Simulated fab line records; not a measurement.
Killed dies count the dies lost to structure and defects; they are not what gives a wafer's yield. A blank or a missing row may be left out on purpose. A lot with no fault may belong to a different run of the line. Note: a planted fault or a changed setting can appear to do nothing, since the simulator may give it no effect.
Which tool was responsible? || flow n5_finfet || 27 wafers from 9 lots sampled at 6 of the route's 1938 steps

## WHAT EACH GAUGE READ, for each wafer
N5_HKMG_FIN_CD_MEAS_49: the cd target is 202 nm. Usual: cd_nm reads 202.0 nm (standard deviation 0.73).
{"lot": "L426", "measured": "day 4 01:59", "on": "cd_sem-03", "cd_nm (nm)": "200.8 201.3 200.5", "flag": ""}
{"lot": "L429", "measured": "day 4 17:29", "on": "cd_sem-02", "cd_nm (nm)": "200.9 200.5 201.2", "flag": ""}
{"lot": "L430", "measured": "day 4 23:48", "on": "cd_sem-02", "cd_nm (nm)": "201.8 202.5 202.4", "flag": ""}
{"lot": "L439", "measured": "day 7 04:06", "on": "cd_sem-01", "cd_nm (nm)": "202.1 202.7 202.3", "flag": ""}
{"lot": "L440", "measured": "day 7 09:49", "on": "cd_sem-02", "cd_nm (nm)": "202.3 201.8 201.8", "flag": ""}
{"lot": "L428", "measured": "day 8 22:17", "on": "cd_sem-03", "cd_nm (nm)": "203.0 202.7 202.0", "flag": ""}
{"lot": "L447", "measured": "day 9 13:34", "on": "cd_sem-01", "cd_nm (nm)": "203.1 203.2 202.9", "flag": ""}
{"lot": "L449", "measured": "day 9 17:56", "on": "cd_sem-02", "cd_nm (nm)": "201.5 201.8 201.7", "flag": ""}
{"lot": "L448", "measured": "day 9 19:03", "on": "cd_sem-02", "cd_nm (nm)": "202.7 203.3 202.9", "flag": ""}

N5_HKMG_FIN_THK_MEAS_70: measures by xrf. Usual: HK_THK typically reads 1.585 nm, with standard deviation 0.018.
{"lot": "L426", "measured": "day 4 04:47", "on": "film_metro-01", "HK_THK (nm)": "1.576 1.581 1.592", "flag": ""}
{"lot": "L429", "measured": "day 4 20:01", "on": "film_metro-01", "HK_THK (nm)": "1.597 1.589 1.589", "flag": ""}
{"lot": "L430", "measured": "day 5 02:18", "on": "film_metro-01", "HK_THK (nm)": "1.580 1.601 1.568", "flag": ""}
{"lot": "L439", "measured": "day 7 06:55", "on": "film_metro-01", "HK_THK (nm)": "<0.001 <0.001 <0.001", "flag": "OFF"}
{"lot": "L440", "measured": "day 7 12:33", "on": "film_metro-01", "HK_THK (nm)": "<0.001 <0.001 <0.001", "flag": "OFF"}
{"lot": "L428", "measured": "day 9 01:07", "on": "film_metro-02", "HK_THK (nm)": "1.562 1.555 1.572", "flag": ""}
{"lot": "L447", "measured": "day 9 16:07", "on": "film_metro-02", "HK_THK (nm)": "1.565 1.601 1.580", "flag": ""}
{"lot": "L449", "measured": "day 9 20:53", "on": "film_metro-02", "HK_THK (nm)": "1.574 1.572 1.553", "flag": ""}
{"lot": "L448", "measured": "day 9 21:50", "on": "film_metro-02", "HK_THK (nm)": "1.609 1.579 1.568", "flag": ""}

N5_BEOL_M4_RC_MEAS_101. Usual: DIBL_N 36.1 mV/V, standard deviation 1.6; DIBL_P 35.7 mV/V, standard deviation 1.8; IOFF_N 0.159 nA/um, standard deviation 0.027; IOFF_P 0.21 nA/um, standard deviation 0.03; ION_N 673 uA/um, standard deviation 10; ION_P 462 uA/um, standard deviation 7.4; SS_N 71.4 mV/dec, standard deviation 0.56; SS_P 73.2 mV/dec, standard deviation 0.61; VT_N 249.7 mV, standard deviation 3; VT_P -250 mV, standard deviation 3.1.
{"lot": "L426", "measured": "day 7 22:14", "on": "prober-01", "DIBL_N (mV/V)": "33.2 34.0 32.9", "DIBL_P (mV/V)": "33.2 35.0 32.9", "IOFF_N (nA/um)": "0.118 0.134 0.122", "IOFF_P (nA/um)": "0.19 0.22 0.19", "ION_N (uA/um)": "664 661 661", "ION_P (uA/um)": "460 466 459", "SS_N (mV/dec)": "70.7 71.5 71.3", "SS_P (mV/dec)": "72.6 73.1 72.2", "VT_N (mV)": "253.6 251.4 250.9", "VT_P (mV)": "-248 -249 -250", "flag": ""}
{"lot": "L429", "measured": "day 8 15:06", "on": "prober-02", "DIBL_N (mV/V)": "33.5 35.2 37.1", "DIBL_P (mV/V)": "30.8 33.0 34.6", "IOFF_N (nA/um)": "0.133 0.156 0.187", "IOFF_P (nA/um)": "0.20 0.23 0.26", "ION_N (uA/um)": "683 686 677", "ION_P (uA/um)": "480 476 471", "SS_N (mV/dec)": "70.9 70.7 72.3", "SS_P (mV/dec)": "72.1 72.6 73.4", "VT_N (mV)": "249.5 249.5 245.7", "VT_P (mV)": "-248 -246 -244", "flag": ""}
{"lot": "L430", "measured": "day 8 17:10", "on": "prober-02", "DIBL_N (mV/V)": "37.9 36.6 39.2", "DIBL_P (mV/V)": "37.4 35.8 38.7", "IOFF_N (nA/um)": "0.156 0.136 0.189", "IOFF_P (nA/um)": "0.19 0.18 0.24", "ION_N (uA/um)": "664 662 678", "ION_P (uA/um)": "448 451 458", "SS_N (mV/dec)": "71.6 71.7 72.0", "SS_P (mV/dec)": "73.6 73.1 73.8", "VT_N (mV)": "252.5 253.1 248.9", "VT_P (mV)": "-253 -254 -251", "flag": ""}
{"lot": "L428", "measured": "day 13 19:43", "on": "prober-02", "DIBL_N (mV/V)": "35.2 34.6 35.8", "DIBL_P (mV/V)": "36.1 35.4 36.3", "IOFF_N (nA/um)": "0.172 0.143 0.170", "IOFF_P (nA/um)": "0.23 0.23 0.24", "ION_N (uA/um)": "691 664 680", "ION_P (uA/um)": "479 471 468", "SS_N (mV/dec)": "71.9 71.3 71.6", "SS_P (mV/dec)": "73.7 73.3 74.1", "VT_N (mV)": "247.3 251.2 250.4", "VT_P (mV)": "-247 -246 -246", "flag": ""}
{"lot": "L447", "measured": "day 13 21:15", "on": "prober-01", "DIBL_N (mV/V)": "37.1 35.3 36.2", "DIBL_P (mV/V)": "36.8 34.9 36.0", "IOFF_N (nA/um)": "0.195 0.147 0.178", "IOFF_P (nA/um)": "0.23 0.19 0.22", "ION_N (uA/um)": "678 672 677", "ION_P (uA/um)": "461 457 463", "SS_N (mV/dec)": "71.9 71.5 72.2", "SS_P (mV/dec)": "72.9 72.3 72.4", "VT_N (mV)": "247.2 251.9 249.4", "VT_P (mV)": "-250 -253 -250", "flag": ""}
{"lot": "L449", "measured": "day 14 16:55", "on": "prober-02", "DIBL_N (mV/V)": "34.9 40.0 37.2", "DIBL_P (mV/V)": "33.0 39.2 35.1", "IOFF_N (nA/um)": "0.124 0.210 0.147", "IOFF_P (nA/um)": "0.19 0.30 0.23", "ION_N (uA/um)": "667 684 675", "ION_P (uA/um)": "465 473 478", "SS_N (mV/dec)": "70.6 71.4 70.6", "SS_P (mV/dec)": "72.9 75.1 73.6", "VT_N (mV)": "250.1 246.3 249.8", "VT_P (mV)": "-249 -246 -248", "flag": ""}
{"lot": "L448", "measured": "day 15 05:43", "on": "prober-01", "DIBL_N (mV/V)": "35.2 34.7 36.7", "DIBL_P (mV/V)": "34.8 33.7 36.9", "IOFF_N (nA/um)": "0.156 0.139 0.201", "IOFF_P (nA/um)": "0.22 0.20 0.26", "ION_N (uA/um)": "662 670 694", "ION_P (uA/um)": "460 468 482", "SS_N (mV/dec)": "71.1 70.9 71.0", "SS_P (mV/dec)": "73.1 72.1 73.1", "VT_N (mV)": "247.2 251.6 243.3", "VT_P (mV)": "-244 -245 -242", "flag": ""}

## WHICH TOOL RAN EACH LOT (tool, then ch and the chambers of the sampled wafers, then the start)
{"lot": "L426", "N5_SDB_STRIP_21": "rie_diel-03 ch 0,3, day 3 20:41", "N5_DUMMY_REMOVAL_STRIP_10": "rie_diel-05 ch 2,3, day 4 00:31", "N5_HKMG_FIN_HK_ALD_01": "ald_hk-03 ch 0,2,3, day 4 01:02"}
{"lot": "L429", "N5_SDB_STRIP_21": "rie_diel-06 ch 0,2,3, day 4 12:16", "N5_DUMMY_REMOVAL_STRIP_10": "rie_diel-04 ch 1,2,3, day 4 16:01", "N5_HKMG_FIN_HK_ALD_01": "ald_hk-02 ch 0,1,3, day 4 16:32"}
{"lot": "L430", "N5_SDB_STRIP_21": "rie_diel-06 ch 0,2,3, day 4 17:46", "N5_DUMMY_REMOVAL_STRIP_10": "rie_diel-04 ch 0,1,2, day 4 22:16", "N5_HKMG_FIN_HK_ALD_01": "ald_hk-03 ch 0,1,3, day 4 22:47"}
{"lot": "L439", "N5_SDB_STRIP_21": "rie_diel-01 ch 1,3, day 6 22:41", "N5_DUMMY_REMOVAL_STRIP_10": "rie_diel-05 ch 0,1, day 7 02:32", "N5_HKMG_FIN_HK_ALD_01": "ald_hk-03 ch 0,3, day 7 03:16"}
{"lot": "L440", "N5_SDB_STRIP_21": "rie_diel-06 ch 0,1,3, day 7 04:06", "N5_DUMMY_REMOVAL_STRIP_10": "rie_diel-04 ch 0,3, day 7 08:09", "N5_HKMG_FIN_HK_ALD_01": "ald_hk-02 ch 2,3, day 7 08:53"}
{"lot": "L428", "N5_SDB_STRIP_21": "rie_diel-06 ch 0,1,2, day 8 15:47", "N5_DUMMY_REMOVAL_STRIP_10": "rie_diel-04 ch 1,2,3, day 8 20:14", "N5_HKMG_FIN_HK_ALD_01": "ald_hk-03 ch 0,3, day 8 20:49"}
{"lot": "L447", "N5_SDB_STRIP_21": "rie_diel-01 ch 1,2, day 9 08:27", "N5_DUMMY_REMOVAL_STRIP_10": "rie_diel-04 ch 1,2, day 9 12:14", "N5_HKMG_FIN_HK_ALD_01": "ald_hk-02 ch 0,1,2, day 9 12:45"}
{"lot": "L449", "N5_SDB_STRIP_21": "rie_diel-06 ch 0,1,3, day 9 12:32", "N5_DUMMY_REMOVAL_STRIP_10": "rie_diel-04 ch 0,1,2, day 9 16:15", "N5_HKMG_FIN_HK_ALD_01": "ald_hk-02 ch 1,2, day 9 16:57"}
{"lot": "L448", "N5_SDB_STRIP_21": "rie_diel-03 ch 1,2,3, day 9 13:29", "N5_DUMMY_REMOVAL_STRIP_10": "rie_diel-02 ch 0,1,3, day 9 17:34", "N5_HKMG_FIN_HK_ALD_01": "ald_hk-01 ch 1,2,3, day 9 18:06"}
- N5_SDB_STRIP_21: strips in CF4.
- N5_DUMMY_REMOVAL_STRIP_10: strips in N2/H2, time 40 s.
- N5_HKMG_FIN_HK_ALD_01: deposits HfO2, target thk 1.6 nm, pulse time 3 s, purge time 3 s.

## WHAT THE TOOLS THEMSELVES READ (means of the sampled wafers that have a number; where no wafer has one, the mark that the record gives instead)
N5_SDB_STRIP_21. Usual: cf4_flow_sccm 149.9 sccm, standard deviation 0.42; drypump_motor_current_A 5.58 A, standard deviation 0.3; oes_product_au 0.78 a.u., standard deviation 0.07; rf_vpp_V 271.8 V, standard deviation 1.3; showerhead_plenum_p_Torr 1.82 Torr, standard deviation 0.046; throttle_valve_pct 13.7 %, standard deviation 0.31.
{"lot": "L426", "tool": "rie_diel-03", "cf4_flow_sccm (sccm)": 149.6, "drypump_motor_current_A (A)": 5.27, "oes_product_au (a.u.)": 0.72, "rf_vpp_V (V)": 272.5, "showerhead_plenum_p_Torr (Torr)": 1.83, "throttle_valve_pct (%)": 13.8, "flag": ""}
{"lot": "L429", "tool": "rie_diel-06", "cf4_flow_sccm (sccm)": 149.7, "drypump_motor_current_A (A)": 5.49, "oes_product_au (a.u.)": 0.81, "rf_vpp_V (V)": 271.0, "showerhead_plenum_p_Torr (Torr)": 1.82, "throttle_valve_pct (%)": 13.6, "flag": ""}
{"lot": "L430", "tool": "rie_diel-06", "cf4_flow_sccm (sccm)": 150.2, "drypump_motor_current_A (A)": 5.51, "oes_product_au (a.u.)": 0.81, "rf_vpp_V (V)": 270.9, "showerhead_plenum_p_Torr (Torr)": 1.82, "throttle_valve_pct (%)": 13.6, "flag": ""}
{"lot": "L439", "tool": "rie_diel-01", "cf4_flow_sccm (sccm)": 150.2, "drypump_motor_current_A (A)": 5.47, "oes_product_au (a.u.)": 0.81, "rf_vpp_V (V)": 271.3, "showerhead_plenum_p_Torr (Torr)": 1.83, "throttle_valve_pct (%)": 13.6, "flag": ""}
{"lot": "L440", "tool": "rie_diel-06", "cf4_flow_sccm (sccm)": 150.0, "drypump_motor_current_A (A)": 5.57, "oes_product_au (a.u.)": 0.76, "rf_vpp_V (V)": 271.5, "showerhead_plenum_p_Torr (Torr)": 1.82, "throttle_valve_pct (%)": 13.8, "flag": ""}
{"lot": "L428", "tool": "rie_diel-06", "cf4_flow_sccm (sccm)": 149.5, "drypump_motor_current_A (A)": 5.69, "oes_product_au (a.u.)": 0.78, "rf_vpp_V (V)": 271.1, "showerhead_plenum_p_Torr (Torr)": 1.80, "throttle_valve_pct (%)": 13.6, "flag": ""}
{"lot": "L447", "tool": "rie_diel-01", "cf4_flow_sccm (sccm)": 149.6, "drypump_motor_current_A (A)": 5.61, "oes_product_au (a.u.)": 0.70, "rf_vpp_V (V)": 272.3, "showerhead_plenum_p_Torr (Torr)": 1.86, "throttle_valve_pct (%)": 14.0, "flag": ""}
{"lot": "L449", "tool": "rie_diel-06", "cf4_flow_sccm (sccm)": 149.9, "drypump_motor_current_A (A)": 5.55, "oes_product_au (a.u.)": 0.74, "rf_vpp_V (V)": 270.8, "showerhead_plenum_p_Torr (Torr)": 1.81, "throttle_valve_pct (%)": 13.8, "flag": ""}
{"lot": "L448", "tool": "rie_diel-03", "cf4_flow_sccm (sccm)": 150.1, "drypump_motor_current_A (A)": 5.73, "oes_product_au (a.u.)": 0.73, "rf_vpp_V (V)": 270.9, "showerhead_plenum_p_Torr (Torr)": 1.80, "throttle_valve_pct (%)": 13.7, "flag": ""}

N5_DUMMY_REMOVAL_STRIP_10. Usual: drypump_motor_current_A 5.5 A, standard deviation 0.38; oes_product_au 0.78 a.u., standard deviation 0.08; rf_vpp_V 45.4 V, standard deviation 0.9; showerhead_plenum_p_Torr 3.44 Torr, standard deviation 0.098; throttle_valve_pct 12.32 %, standard deviation 0.24.
{"lot": "L426", "tool": "rie_diel-05", "drypump_motor_current_A (A)": 5.5, "oes_product_au (a.u.)": 0.77, "rf_vpp_V (V)": 45.7, "showerhead_plenum_p_Torr (Torr)": 3.24, "throttle_valve_pct (%)": 12.19, "flag": ""}
{"lot": "L429", "tool": "rie_diel-04", "drypump_motor_current_A (A)": 5.1, "oes_product_au (a.u.)": 0.71, "rf_vpp_V (V)": 45.2, "showerhead_plenum_p_Torr (Torr)": 3.45, "throttle_valve_pct (%)": 12.46, "flag": ""}
{"lot": "L430", "tool": "rie_diel-04", "drypump_motor_current_A (A)": 5.2, "oes_product_au (a.u.)": 0.74, "rf_vpp_V (V)": 45.5, "showerhead_plenum_p_Torr (Torr)": 3.49, "throttle_valve_pct (%)": 12.30, "flag": ""}
{"lot": "L439", "tool": "rie_diel-05", "drypump_motor_current_A (A)": 5.4, "oes_product_au (a.u.)": 0.72, "rf_vpp_V (V)": 46.1, "showerhead_plenum_p_Torr (Torr)": 3.47, "throttle_valve_pct (%)": 12.81, "flag": ""}
{"lot": "L440", "tool": "rie_diel-04", "drypump_motor_current_A (A)": 5.5, "oes_product_au (a.u.)": 0.72, "rf_vpp_V (V)": 45.6, "showerhead_plenum_p_Torr (Torr)": 3.45, "throttle_valve_pct (%)": 12.31, "flag": ""}
{"lot": "L428", "tool": "rie_diel-04", "drypump_motor_current_A (A)": 5.1, "oes_product_au (a.u.)": 0.78, "rf_vpp_V (V)": 44.3, "showerhead_plenum_p_Torr (Torr)": 3.43, "throttle_valve_pct (%)": 12.31, "flag": ""}
{"lot": "L447", "tool": "rie_diel-04", "drypump_motor_current_A (A)": 5.0, "oes_product_au (a.u.)": 0.86, "rf_vpp_V (V)": 46.1, "showerhead_plenum_p_Torr (Torr)": 3.46, "throttle_valve_pct (%)": 12.12, "flag": ""}
{"lot": "L449", "tool": "rie_diel-04", "drypump_motor_current_A (A)": 5.2, "oes_product_au (a.u.)": 0.79, "rf_vpp_V (V)": 46.0, "showerhead_plenum_p_Torr (Torr)": 3.47, "throttle_valve_pct (%)": 12.17, "flag": ""}
{"lot": "L448", "tool": "rie_diel-02", "drypump_motor_current_A (A)": 5.8, "oes_product_au (a.u.)": 0.85, "rf_vpp_V (V)": 45.0, "showerhead_plenum_p_Torr (Torr)": 3.48, "throttle_valve_pct (%)": 12.20, "flag": ""}

N5_HKMG_FIN_HK_ALD_01. Usual: precursor_pulse_height_rel reads 0.998 (standard deviation 0.019).
{"lot": "L426", "tool": "ald_hk-03", "precursor_pulse_height_rel": 0.996, "flag": ""}
{"lot": "L429", "tool": "ald_hk-02", "precursor_pulse_height_rel": 1.004, "flag": ""}
{"lot": "L430", "tool": "ald_hk-03", "precursor_pulse_height_rel": 0.985, "flag": ""}
{"lot": "L439", "tool": "ald_hk-03", "precursor_pulse_height_rel": "-", "flag": "OFF"}
{"lot": "L440", "tool": "ald_hk-02", "precursor_pulse_height_rel": "-", "flag": "OFF"}
{"lot": "L428", "tool": "ald_hk-03", "precursor_pulse_height_rel": 0.972, "flag": ""}
{"lot": "L447", "tool": "ald_hk-02", "precursor_pulse_height_rel": 1.018, "flag": ""}
{"lot": "L449", "tool": "ald_hk-02", "precursor_pulse_height_rel": 0.980, "flag": ""}
{"lot": "L448", "tool": "ald_hk-01", "precursor_pulse_height_rel": 0.980, "flag": ""}

## THE ANSWER, worked out from the rows above alone
Rule: a lot is off if the mean of its wafers that have a number lies more than 3 standard deviations from the usual mean. Also off: a lot with no number at a reading for which 4 or more lots have one. Where the step has rows for the other lots, those lots are counted as sound. After the gauges, taken in route order, come the tools' own readings; for these a lot's mean is taken, as printed above. At the first step where some lot is off, the reading lying furthest off is the one used; lots without a number count as furthest.
Off: L439, L440, at N5_HKMG_FIN_THK_MEAS_70 (HK_THK). Without a number there: L439, L440.
A tool fits if, at a process step before that reading, it ran every lot that is off, and no sound lot after the first of them. The gauges at N5_HKMG_FIN_THK_MEAS_70 aren't tried: what is off there is off at N5_HKMG_FIN_HK_ALD_01 too, on other tools, and a gauge's error can't cause that. None of those tried fits.

## WHAT THE SIMULATOR HAD INSERTED
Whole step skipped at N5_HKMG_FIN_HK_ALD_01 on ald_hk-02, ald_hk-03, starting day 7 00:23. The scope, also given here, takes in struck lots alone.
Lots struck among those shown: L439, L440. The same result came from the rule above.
